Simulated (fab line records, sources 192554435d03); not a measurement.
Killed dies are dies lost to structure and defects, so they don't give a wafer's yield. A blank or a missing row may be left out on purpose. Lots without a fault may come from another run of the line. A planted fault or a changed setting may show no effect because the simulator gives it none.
Which tool did it? | flow n5_finfet | 11 lots, 30 wafers sampled, at 6 steps of a route of 1938

WHAT THE GAUGES READ, wafer by wafer
N5_WELL_APT_INSPECT_10: inspects for defects (macro).
lot  | measured    | on                | raw_defect_count
L422 | day 1 19:40 | defect_inspect-01 | 0 1 0
L423 | day 2 01:38 | defect_inspect-01 | 3 2
L426 | day 2 19:56 | defect_inspect-02 | 1 1 1
L429 | day 3 13:55 | defect_inspect-01 | 4 3 3
L430 | day 3 19:44 | defect_inspect-02 | 0 1 2
L433 | day 4 13:48 | defect_inspect-02 | 2 2 1
L434 | day 4 19:47 | defect_inspect-02 | 0 4
L437 | day 5 13:37 | defect_inspect-01 | 2 0 4
L441 | day 6 13:44 | defect_inspect-02 | 2 4 1
L442 | day 6 19:52 | defect_inspect-02 | 3 1
L444 | day 7 07:41 | defect_inspect-02 | 1 1 1

N5_PMOS_HMC_CHANNEL_EPI_THK_MEAS_22.
lot  | measured    | on            | HMC_CMP_THK (nm)
L422 | day 2 01:47 | film_metro-01 | 55.0 54.0 55.2
L423 | day 2 07:35 | film_metro-01 | 53.9 52.8
L426 | day 3 02:02 | film_metro-01 | 36.5 35.7 36.0
L429 | day 3 19:56 | film_metro-01 | 36.4 36.4 37.1
L430 | day 4 01:56 | film_metro-01 | 55.1 53.9 54.6
L433 | day 4 19:36 | film_metro-01 | 53.1 54.0 54.8
L434 | day 5 02:47 | film_metro-02 | 53.8 54.0
L437 | day 5 19:41 | film_metro-01 | 55.5 53.7 55.7
L441 | day 6 19:48 | film_metro-01 | 54.0 53.7 53.1
L442 | day 7 02:22 | film_metro-01 | 53.4 53.8
L444 | day 7 13:48 | film_metro-02 | 54.2 54.5 52.2

N5_BEOL_M4_RC_MEAS_101.
lot  | measured     | on        | DIBL_N (mV/V)  | DIBL_P (mV/V)  | IOFF_N (nA/um) | IOFF_P (nA/um) | ION_N (uA/um) | ION_P (uA/um) | SS_N (mV/dec)  | SS_P (mV/dec)  | VT_N (mV)   | VT_P (mV)
L422 | day 7 15:59  | prober-02 | 36.3 36.8 38.4 | 36.0 36.5 37.9 | 0.14 0.14 0.17 | 0.21 0.21 0.25 | 683 665 676   | 471 462 464   | 71.0 71.5 71.2 | 73.8 73.4 74.0 | 254 253 250 | -254 -253 -251
L423 | day 7 19:15  | prober-02 | 33.4 35.0      | 33.4 36.1      | 0.12 0.15      | 0.15 0.20      | 664 661       | 452 453       | 70.8 71.6      | 72.9 73.3      | 258 249     | -254 -251
L429 | day 9 17:38  | prober-01 | 35.7 34.9 35.7 | 35.1 33.0 33.3 | 0.15 0.12 0.14 | 0.17 0.15 0.15 | 682 653 677   | 392 385 393   | 70.8 71.0 70.8 | 72.8 73.1 72.8 | 251 255 251 | -257 -259 -260
L430 | day 9 14:40  | prober-02 | 34.8 36.3 37.1 | 35.7 37.0 38.3 | 0.14 0.16 0.18 | 0.18 0.19 0.22 | 652 679 665   | 452 461 455   | 70.9 71.2 71.7 | 72.8 73.4 74.2 | 247 250 246 | -252 -254 -250
L433 | day 10 13:17 | prober-02 | 34.2 36.8 36.3 | 36.2 39.3 38.6 | 0.13 0.18 0.17 | 0.19 0.24 0.24 | 672 669 689   | 466 461 475   | 70.9 72.6 71.2 | 72.7 73.5 74.0 | 253 246 247 | -252 -248 -247
L434 | day 10 20:37 | prober-01 | 38.2 35.9      | 37.3 35.5      | 0.17 0.14      | 0.19 0.17      | 673 669       | 450 451       | 72.4 70.9      | 73.8 72.5      | 249 252     | -257 -256
L437 | day 11 05:26 | prober-02 | 37.3 33.8 35.9 | 38.7 33.8 36.8 | 0.19 0.12 0.17 | 0.27 0.20 0.24 | 687 680 680   | 475 476 469   | 71.9 70.7 71.6 | 73.0 72.2 73.1 | 245 252 247 | -241 -248 -244
L441 | day 12 09:29 | prober-01 | 36.9 33.8 36.6 | 37.1 33.7 37.1 | 0.16 0.11 0.16 | 0.18 0.13 0.17 | 670 662 682   | 454 446 459   | 71.6 70.9 71.5 | 73.1 72.7 73.2 | 251 256 249 | -258 -262 -258
L442 | day 12 17:08 | prober-01 | 36.8 38.1      | 35.2 37.4      | 0.15 0.17      | 0.19 0.21      | 667 689       | 454 464       | 71.3 71.6      | 73.0 74.0      | 253 246     | -254 -253
L444 | day 13 10:01 | prober-01 | 37.9 39.1 39.1 | 38.5 41.1 41.7 | 0.19 0.23 0.25 | 0.23 0.28 0.29 | 687 697 708   | 466 472 478   | 71.7 73.3 72.5 | 74.6 74.0 74.3 | 248 245 243 | -249 -248 -248

WHICH TOOL RAN EACH LOT (tool, then ch and the chambers of the sampled wafers, then the start)
lot  | N5_WELL_APT_DESCUM_13             | N5_PMOS_HMC_CHANNEL_EPI_DESCUM_14 | N5_PMOS_HMC_CHANNEL_EPI_FIN_RECESS_16
L422 | rie_diel-04 ch 0,3, day 1 19:45   | rie_diel-05 ch 0,1, day 1 23:16   | rie_si-01 ch 0,2,3, day 1 23:59
L423 | rie_diel-06 ch 2,3, day 2 01:46   | rie_diel-03 ch 1, day 2 05:17     | rie_si-06 ch 0,2, day 2 05:44
L426 | rie_diel-02 ch 0,1,2, day 2 19:58 | rie_diel-01 ch 2,3, day 2 23:40   | rie_si-06 ch 1,2,3, day 3 00:07
L429 | rie_diel-04 ch 0,1,2, day 3 14:00 | rie_diel-01 ch 0,1,3, day 3 17:26 | rie_si-06 ch 0,1,2, day 3 18:05
L430 | rie_diel-04 ch 0,1, day 3 19:46   | rie_diel-03 ch 2,3, day 3 23:40   | rie_si-01 ch 0,3, day 4 00:08
L433 | rie_diel-04 ch 1,2,3, day 4 14:01 | rie_diel-05 ch 0,1,3, day 4 17:20 | rie_si-02 ch 0,2,3, day 4 17:48
L434 | rie_diel-06 ch 0,3, day 4 19:51   | rie_diel-03 ch 0,2, day 4 23:36   | rie_si-01 ch 1,3, day 5 00:03
L437 | rie_diel-06 ch 0,3, day 5 13:40   | rie_diel-03 ch 0,2,3, day 5 17:02 | rie_si-01 ch 1,2, day 5 17:29
L441 | rie_diel-06 ch 0,2, day 6 13:49   | rie_diel-01 ch 0,1,2, day 6 17:06 | rie_si-02 ch 0,1,3, day 6 17:33
L442 | rie_diel-04 ch 1,3, day 6 20:14   | rie_diel-01 ch 0, day 7 00:07     | rie_si-02 ch 0,1, day 7 00:34
L444 | rie_diel-06 ch 0,3, day 7 07:44   | rie_diel-05 ch 0,1, day 7 11:08   | rie_si-02 ch 1,2,3, day 7 11:36
- N5_WELL_APT_DESCUM_13: chemistry O2, time 7.9 s.
- N5_PMOS_HMC_CHANNEL_EPI_DESCUM_14: chemistry O2, time 7.9 s.
- N5_PMOS_HMC_CHANNEL_EPI_FIN_RECESS_16: chemistry HBr/Cl2, target Si, target depth 54 nm, time 18 s.

WHAT THE TOOLS THEMSELVES READ (means of the sampled wafers that have a number; where no wafer has one, the mark that the record gives instead)
N5_WELL_APT_DESCUM_13.
lot  | tool        | drypump_motor_current_A (A) | oes_product_au (a.u.) | rf_vpp_V (V) | showerhead_plenum_p_Torr (Torr) | throttle_valve_pct (%)
L422 | rie_diel-04 | 6.0                         | 0.82                  | 242.4        | 2.07                            | 20.48
L423 | rie_diel-06 | 5.6                         | 0.74                  | 243.0        | 2.04                            | 20.76
L426 | rie_diel-02 | 5.3                         | 0.73                  | 243.5        | 2.14                            | 20.63
L429 | rie_diel-04 | 6.0                         | 0.86                  | 242.4        | 2.06                            | 20.34
L430 | rie_diel-04 | 5.7                         | 0.92                  | 244.1        | 2.10                            | 20.35
L433 | rie_diel-04 | 5.8                         | 0.82                  | 243.1        | 2.07                            | 20.43
L434 | rie_diel-06 | 5.9                         | 0.70                  | 242.8        | 2.10                            | 20.72
L437 | rie_diel-06 | 6.0                         | 0.68                  | 243.5        | 2.11                            | 20.64
L441 | rie_diel-06 | 5.7                         | 0.68                  | 243.0        | 2.08                            | 20.53
L442 | rie_diel-04 | 5.6                         | 0.82                  | 242.9        | 2.10                            | 20.52
L444 | rie_diel-06 | 5.9                         | 0.68                  | 243.2        | 2.08                            | 20.84

N5_PMOS_HMC_CHANNEL_EPI_DESCUM_14.
lot  | tool        | drypump_motor_current_A (A) | oes_product_au (a.u.) | rf_vpp_V (V) | showerhead_plenum_p_Torr (Torr) | throttle_valve_pct (%)
L422 | rie_diel-05 | 5.9                         | 0.87                  | 242.4        | 2.14                            | 20.23
L423 | rie_diel-03 | 6.1                         | 0.69                  | 243.1        | 2.05                            | 20.49
L426 | rie_diel-01 | 5.3                         | 0.73                  | 242.2        | 2.02                            | 20.48
L429 | rie_diel-01 | 5.3                         | 0.86                  | 242.9        | 2.10                            | 20.42
L430 | rie_diel-03 | 5.2                         | 0.77                  | 243.0        | 2.08                            | 20.41
L433 | rie_diel-05 | 5.8                         | 0.79                  | 243.0        | 2.12                            | 20.28
L434 | rie_diel-03 | 5.5                         | 0.77                  | 242.9        | 2.06                            | 20.49
L437 | rie_diel-03 | 5.4                         | 0.76                  | 242.2        | 2.10                            | 20.51
L441 | rie_diel-01 | 5.2                         | 0.82                  | 244.2        | 2.11                            | 20.60
L442 | rie_diel-01 | 4.9                         | 0.88                  | 243.8        | 2.13                            | 20.48
L444 | rie_diel-05 | 5.9                         | 0.82                  | 244.5        | 2.13                            | 20.26

N5_PMOS_HMC_CHANNEL_EPI_FIN_RECESS_16.
lot  | tool      | drypump_motor_current_A (A) | oes_product_au (a.u.) | throttle_valve_pct (%)
L422 | rie_si-01 | 5.8                         | 0.993                 | 35.3
L423 | rie_si-06 | 5.1                         | 1.018                 | 35.6
L426 | rie_si-06 | 5.4                         | 0.803                 | 35.9
L429 | rie_si-06 | 5.5                         | 0.821                 | 35.8
L430 | rie_si-01 | 6.1                         | 1.000                 | 35.2
L433 | rie_si-02 | 5.6                         | 0.990                 | 35.5
L434 | rie_si-01 | 5.2                         | 0.990                 | 35.0
L437 | rie_si-01 | 5.4                         | 0.992                 | 35.2
L441 | rie_si-02 | 5.3                         | 0.991                 | 35.6
L442 | rie_si-02 | 5.2                         | 1.001                 | 35.2
L444 | rie_si-02 | 5.8                         | 0.995                 | 35.7

THE ANSWER, worked out from the rows above alone
Rule: what is usual is taken from the lots themselves. Put in order of their means at a reading, lots are off if they are a third of the lots or fewer, leave a main group of 4 or more, and stand apart from it by a gap of 3 or more times the standard deviation of the main group's means; of several such gaps the widest counts. A main group whose means are all the same, to the digits that the tables above print for the reading, isn't used. A lot without any number at a reading at which 4 lots or more have one is off too. The other lots that the step has rows for count as sound. The gauges are gone through in route order, then the tools' own readings, and for those a lot's mean is taken as printed above. The first step at which some lot is off is used, and at that step the reading that is off furthest; a lot without a number counts as furthest.
Off: L426, L429, at N5_PMOS_HMC_CHANNEL_EPI_THK_MEAS_22 (HMC_CMP_THK). The main group: mean 54.0 nm, standard deviation 0.54.
A tool fits if, at a process step before that reading, it ran every lot that is off, and no sound lot after the first of them. The gauges at N5_PMOS_HMC_CHANNEL_EPI_THK_MEAS_22 aren't tried: what is off there is off at N5_PMOS_HMC_CHANNEL_EPI_FIN_RECESS_16 too, on other tools, and a gauge's error can't cause that. One fits: rie_si-06 at N5_PMOS_HMC_CHANNEL_EPI_FIN_RECESS_16. Its last sound lot is L423 (day 2 05:44), its first lot that is off L426 (day 3 00:07): a fault that began between those two fits.
The tool's own readings at N5_PMOS_HMC_CHANNEL_EPI_FIN_RECESS_16 bear it out: on the lots that are off they differ by more than 5 times the standard deviation of the sound lots' means. oes_product_au reads 0.812 a.u. there against 0.997 a.u. on the sound lots.

WHAT THE SIMULATOR HAD PUT IN
Process parameter drift: rie_si-06, from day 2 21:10 on, at N5_PMOS_HMC_CHANNEL_EPI_FIN_RECESS_16. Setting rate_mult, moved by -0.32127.
Lots struck among those shown: L426, L429. The rule above found the same.
